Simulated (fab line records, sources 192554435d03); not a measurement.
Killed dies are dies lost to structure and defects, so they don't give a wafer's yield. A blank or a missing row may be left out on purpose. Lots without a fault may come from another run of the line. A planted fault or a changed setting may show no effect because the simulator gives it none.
Chamber matching | flow n5_finfet | N5_HKMG_FIN_ETCH_35 on rie_diel-04: 4 sister chambers
The step etches SOC in N2/H2, target depth 215.8 nm, time 243.4 s. 16 wafers are shown with their chamber, then 8 later ones without.

WAFERS WITH THEIR CHAMBER
wafer  | chamber | drypump_motor_current_A (A) | showerhead_plenum_p_Torr (Torr) | throttle_valve_pct (%)
L078.2 | 2       | 5.7                         | 2.59                            | 17.96
L078.3 | 0       | 6.0                         | 2.61                            | 17.81
L078.4 | 1       | 5.6                         | 2.43                            | 18.03
L087.1 | 1       | 5.6                         | 2.42                            | 18.08
L087.2 | 0       | 6.0                         | 2.60                            | 17.45
L087.4 | 2       | 5.7                         | 2.58                            | 18.01
L090.1 | 0       | 6.0                         | 2.60                            | 17.47
L090.3 | 2       | 5.7                         | 2.58                            | 18.02
L090.5 | 1       | 5.6                         | 2.41                            | 18.07
L094.1 | 2       | 5.7                         | 2.58                            | 18.03
L094.2 | 3       | 5.0                         | 2.62                            | 17.36
L094.3 | 3       | 5.1                         | 2.62                            | 17.38
L094.4 | 2       | 5.7                         | 2.58                            | 18.04
L094.5 | 2       | 5.7                         | 2.58                            | 18.02
L094.6 | 3       | 5.1                         | 2.62                            | 17.38
L095.1 | 2       | 5.7                         | 2.57                            | 18.01

SIGNATURES (means of the wafers above)
reading                  | chamber 0 | chamber 1 | chamber 2 | chamber 3 | scatter within a chamber
drypump_motor_current_A  | 6.000     | 5.600     | 5.700     | 5.067     | 0.0236
showerhead_plenum_p_Torr | 2.6033    | 2.4200    | 2.5800    | 2.6200    | 0.00624
throttle_valve_pct       | 17.5767   | 18.0600   | 18.0129   | 17.3733   | 0.0854
Rule: a wafer's distance from a chamber is the root of the sum, over the readings, of the square of ((its reading less the chamber's mean) divided by the reading's scatter). The wafer belongs to the nearest chamber; if the next one is less than 2 further off, it can't be placed. The scatter: the root of (the sum of the squares of (reading less its chamber's mean) over the shown wafers, divided by (wafers less chambers)).

WAFERS WITHOUT THEIR CHAMBER
wafer  | drypump_motor_current_A (A) | showerhead_plenum_p_Torr (Torr) | throttle_valve_pct (%)
L095.2 | 5.0                         | 2.62                            | 17.37
L095.5 | 5.7                         | 2.58                            | 18.02
L096.2 | 5.0                         | 2.62                            | 17.40
L096.4 | 6.0                         | 2.59                            | 17.50
L096.6 | 5.0                         | 2.62                            | 17.39
L097.3 | 5.1                         | 2.62                            | 17.38
L097.5 | 5.6                         | 2.73                            | 17.72
L097.6 | 6.0                         | 2.59                            | 17.51

WHICH CHAMBER EACH WENT THROUGH
wafer  | from the rows above     | in truth
L095.2 | 3                       | 3
L095.5 | 2                       | 2
L096.2 | 3                       | 3
L096.4 | 0                       | 0
L096.6 | 3                       | 3
L097.3 | 3                       | 3
L097.5 | can't be placed: 2 or 0 | 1
L097.6 | 0                       | 0
Placed correctly: 7 of 8. Can't be placed from these rows: 1 (the true chamber is among the candidates in 0). Placed wrongly: 0.
